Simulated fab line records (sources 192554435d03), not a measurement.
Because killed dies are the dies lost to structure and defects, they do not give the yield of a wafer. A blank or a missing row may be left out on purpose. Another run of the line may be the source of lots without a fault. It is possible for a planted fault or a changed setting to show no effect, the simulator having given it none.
Matching of chambers :: flow n5-finfet :: rie-diel-05 running N5_BEOL_M15_ETCH_61: 4 sister chambers
The step etches BARC in N2/H2, target depth 89 nm, overetch 26.7 nm, time 67.9 s. 4 wafers are shown with their chamber, then 9 later ones without.

WAFERS WITH THEIR CHAMBER
wafer: L081.2
chamber: 1
showerhead-plenum-p-Torr (Torr): 2.69

wafer: L081.6
chamber: 2
showerhead-plenum-p-Torr (Torr): 2.66

wafer: L084.3
chamber: 0
showerhead-plenum-p-Torr (Torr): 2.34

wafer: L084.5
chamber: 3
showerhead-plenum-p-Torr (Torr): 2.60

WAFERS MISSING THEIR CHAMBER
wafer: L093.1
showerhead-plenum-p-Torr (Torr): 2.59

wafer: L093.5
showerhead-plenum-p-Torr (Torr): 2.65

wafer: L093.6
showerhead-plenum-p-Torr (Torr): 2.68

wafer: L094.2
showerhead-plenum-p-Torr (Torr): 2.68

wafer: L094.3
showerhead-plenum-p-Torr (Torr): 2.59

wafer: L094.5
showerhead-plenum-p-Torr (Torr): 2.68

wafer: L096.2
showerhead-plenum-p-Torr (Torr): 2.65

wafer: L096.3
showerhead-plenum-p-Torr (Torr): 2.68

wafer: L096.4
showerhead-plenum-p-Torr (Torr): 2.59

THE CHAMBER EACH PASSED THROUGH
wafer: L093.1
from the rows above: 3
in truth: 3

wafer: L093.5
from the rows above: 2
in truth: 2

wafer: L093.6
from the rows above: can't be placed: 1 or 2
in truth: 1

wafer: L094.2
from the rows above: can't be placed: 1 or 2
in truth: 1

wafer: L094.3
from the rows above: 3
in truth: 3

wafer: L094.5
from the rows above: can't be placed: 1 or 2
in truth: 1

wafer: L096.2
from the rows above: 2
in truth: 2

wafer: L096.3
from the rows above: can't be placed: 1 or 2
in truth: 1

wafer: L096.4
from the rows above: 3
in truth: 3
Placed correctly: 5 of 9. These rows do not allow placing 4 (true chamber among the candidates in 4). Number placed wrongly: 0.
How it was worked out, from the rows above alone: a wafer's distance from a chamber is the root of the sum, over the readings, of the square of ((its reading less the chamber's mean) divided by the reading's scatter). If the next closest chamber is less than 2 further off than the closest, the wafer can't be placed; otherwise it belongs to the closest. The mean given for a chamber averages the wafers shown for that chamber. The scatter (one wafer shown for each chamber): square how far every hidden wafer sits from the nearest shown wafer, average those squares and take the square root.
